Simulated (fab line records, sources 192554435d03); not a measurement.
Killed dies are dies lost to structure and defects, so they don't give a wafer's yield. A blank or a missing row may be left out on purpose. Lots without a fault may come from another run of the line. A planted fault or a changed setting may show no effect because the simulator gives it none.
Chamber matching | flow n5_finfet | N5_BEOL_M1_CMP_52 on cmp-03: 4 sister chambers
The step polishes, stops on SiOC, t overpolish 6.8 s, target thk 40 nm. 4 wafers are shown with their chamber, then 8 later ones without.

WAFERS WITH THEIR CHAMBER
wafer  | chamber | motor_current_A (A)
L085.2 | 3       | 6.2
L085.4 | 0       | 6.1
L085.5 | 2       | 5.2
L087.3 | 1       | 7.1

WAFERS WITHOUT THEIR CHAMBER
wafer  | motor_current_A (A)
L087.4 | 6.2
L087.5 | 7.3
L093.2 | 6.1
L093.4 | 5.2
L093.5 | 7.5
L097.1 | 5.2
L097.3 | 6.2
L097.5 | 6.1

WHICH CHAMBER EACH WENT THROUGH
wafer  | from the rows above     | in truth
L087.4 | can't be placed: 3 or 0 | 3
L087.5 | 1                       | 1
L093.2 | can't be placed: 0 or 3 | 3
L093.4 | 2                       | 2
L093.5 | 1                       | 1
L097.1 | 2                       | 2
L097.3 | can't be placed: 3 or 0 | 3
L097.5 | can't be placed: 0 or 3 | 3
Placed correctly: 4 of 8. Can't be placed from these rows: 4 (the true chamber is among the candidates in 4). Placed wrongly: 0.
How it was worked out, from the rows above alone: a wafer's distance from a chamber is the root of the sum, over the readings, of the square of ((its reading less the chamber's mean) divided by the reading's scatter). The wafer belongs to the nearest chamber; if the next one is less than 2 further off, it can't be placed. A chamber's mean is the mean of its shown wafers. The scatter: with one shown wafer a chamber, the root of the mean of the squares of how far each hidden wafer lies from its nearest shown one.
